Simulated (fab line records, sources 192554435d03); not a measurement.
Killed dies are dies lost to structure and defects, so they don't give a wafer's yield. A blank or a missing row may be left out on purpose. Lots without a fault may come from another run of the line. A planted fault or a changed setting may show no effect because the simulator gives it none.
A struck lot beside a sound one | flow n5_finfet | 36 steps out of a route of 1938
Sound: wafers L105.1, L105.4, L105.5. Struck: wafers L116.2, L116.3, L116.4. The cause comes at the end.
At each step with rows: each side's tool, then ch and its chambers, then its first start. Under that, the readings that differ: sound wafers | struck wafers | difference of the means | sigmas: that difference in standard deviations of wafers without a fault.
alike: readings whose means differ by less than 2 such deviations, and words and numbers that are the same on both sides. not compared: withheld readings, readings that some wafer has no value for, bounds like >300 that may hide the same value, and numbers for which the record gives no deviation and whose values overlap.
The two part at a step that has a row with sigmas, a row that says differs or no value, or rows on one side only. Numbers that don't overlap but have no deviation are shown without sigmas and don't part them. A reading that every wafer of one side lacks parts them only if that side has two wafers or more.

first, 9 steps without rows for these wafers: N5_MOL_CONTACT_COAG_PRECLEAN_127 (cleans in DIW, time 57.5 s); N5_MOL_CONTACT_COAG_SRD_128 (dry time 32 s); N5_MOL_CONTACT_COAG_CMP_52 (polishes, stops on SiO2, t overpolish 1.5 s, target thk 66.5 nm); N5_MOL_CONTACT_COAG_ANNEAL_112 (time 1800 s); N5_BEOL_M0_SAQP_PECVD_00 (deposits SiCN from 3MS/NH3, target thk 8 nm, time 14 s); N5_BEOL_M0_SAQP_ILD_DEP_01 (deposits SiOC from DEMS/O2, target thk 45.419 nm, time 8.7 s); N5_BEOL_M0_SAQP_HM_DEP_02 (deposits TiN, target thk 12 nm); N5_BEOL_M0_SAQP_PECVD_03 (deposits SiCN from 3MS/NH3, target thk 12 nm, time 21.1 s); N5_BEOL_M0_SAQP_PECVD_96 (deposits a-Si from SiH4/He, target thk 45 nm, time 45.2 s).
N5_BEOL_M0_SAQP_PECVD_97: deposits SiNx from SiH4/NH3/N2, target thk 23 nm, time 19.9 s.
  sound on pecvd-01 ch 0,1, day 6 19:13; struck on pecvd-01 ch 0,2, day 8 23:59
  reading                                         | sound        | struck         | difference | sigmas
  model.SiNx_of_BEOL_M0_SAQP_PECVD_97.thk_nm (nm) | 22.4 23 22.6 | 37.2 36.6 37.6 | +14.5      |
  alike: heater_power_w, showerhead_plenum_p_Torr, throttle_valve_pct
then, 24 steps without rows for these wafers: N5_BEOL_M0_SAQP_PECVD_04 (deposits a-Si from SiH4/He, target thk 60 nm, time 60.2 s); N5_BEOL_M0_SAQP_HM_DEP_111 (deposits SiO2 from SiH4/N2O, target thk 12 nm, time 7.2 s); N5_BEOL_M0_SAQP_COAT_81 (time 60 s, resist thk 100 nm); N5_BEOL_M0_SAQP_COAT_82 (time 60 s, resist thk 30 nm); N5_BEOL_M0_SAQP_COAT_08 (resist thk 90 nm); N5_BEOL_M0_SAQP_EBR_10; N5_BEOL_M0_SAQP_SOFTBAKE_09 (time 60 s); N5_BEOL_M0_SAQP_EXPOSE_11 (exposes mask M0 CORE, target cd 42 nm); N5_BEOL_M0_SAQP_PEB_12 (peb time 60 s); N5_BEOL_M0_SAQP_DEVELOP_13 (develop time 30 s); N5_BEOL_M0_SAQP_DESCUM_19 (chemistry O2, time 7.9 s); N5_BEOL_M0_SAQP_ETCH_83 (etches SiARC in CF4, target depth 39 nm, time 65 s); N5_BEOL_M0_SAQP_ETCH_84 (etches SOC in N2/H2, target depth 100 nm, overetch 20 nm, time 150 s); N5_BEOL_M0_SAQP_STRIP_80 (strips in N2/H2); N5_BEOL_M0_SAQP_HM_OPEN_112 (chemistry CHF3/O2, target SiO2, stops on a-Si, target depth 12 nm, time 13.5 s); N5_BEOL_M0_SAQP_STRIP_113 (strips in CHF3/O2); N5_BEOL_M0_SAQP_MANDREL_ETCH_20 (etches a-Si in HBr/Cl2, stops on SiNx, target depth 60 nm, bt time 10 s, time 30 s); N5_BEOL_M0_SAQP_STRIP_86 (strips in N2/H2); N5_BEOL_M0_SAQP_STRIP_115 (strips in post etch residue remover, time 60 s); N5_BEOL_M0_SAQP_SRD_93 (time 30 s); N5_BEOL_M0_SAQP_RECESS_114 (chemistry HF/NH3, target SiO2, target depth 14.4 nm, afs cycles 3, sublimation time 60 s); N5_BEOL_M0_SAQP_SPACER1_ALD_98 (deposits SiO2, target thk 12.8 nm, pulse time 1 s, purge time 2 s); N5_BEOL_M0_SAQP_SPACER1_ETCHBACK_99 (etches SiO2 in CHF3/O2, target depth 15.4 nm, time 7.7 s); N5_BEOL_M0_SAQP_MANDREL1_REMOVE_100 (chemistry HBr/Cl2/O2, target a-Si, stops on SiNx, bt time 10 s).
N5_BEOL_M0_SAQP_ETCH_106: etches SOC in N2/H2, stops on SiNx, target depth 150 nm.
  sound on rie_diel-03 ch 0,2,3, day 6 22:14; struck on rie_diel-03 ch 0,1,3, day 9 04:25
  reading                                         | sound        | struck       | difference | sigmas
  model.SiNx_of_BEOL_M0_SAQP_PECVD_97.thk_nm (nm) | 14.8 15.2 15 | 29.4 29 29.8 | +14.4      |
  alike: drypump_motor_current_A, n2_flow_sccm, oes_product_au, rf_vpp_V, showerhead_plenum_p_Torr, throttle_valve_pct
  not compared: rf_hours_counter_h
-- the record jumps here: 11 days lie between the struck wafers' starts before and after (it left off in module BEOL_M0_SAQP and takes up again in module PASSIVATION, whose first step shown is number 1936 of the route) --
N5_PASSIVATION_PROBE_49:
  the record has rows for the struck wafers here (prober-02, day 20 06:11) and none for the sound ones

WHERE THEY PART
Only at N5_PASSIVATION_PROBE_49, within this record.

WHY: what the simulator had put in
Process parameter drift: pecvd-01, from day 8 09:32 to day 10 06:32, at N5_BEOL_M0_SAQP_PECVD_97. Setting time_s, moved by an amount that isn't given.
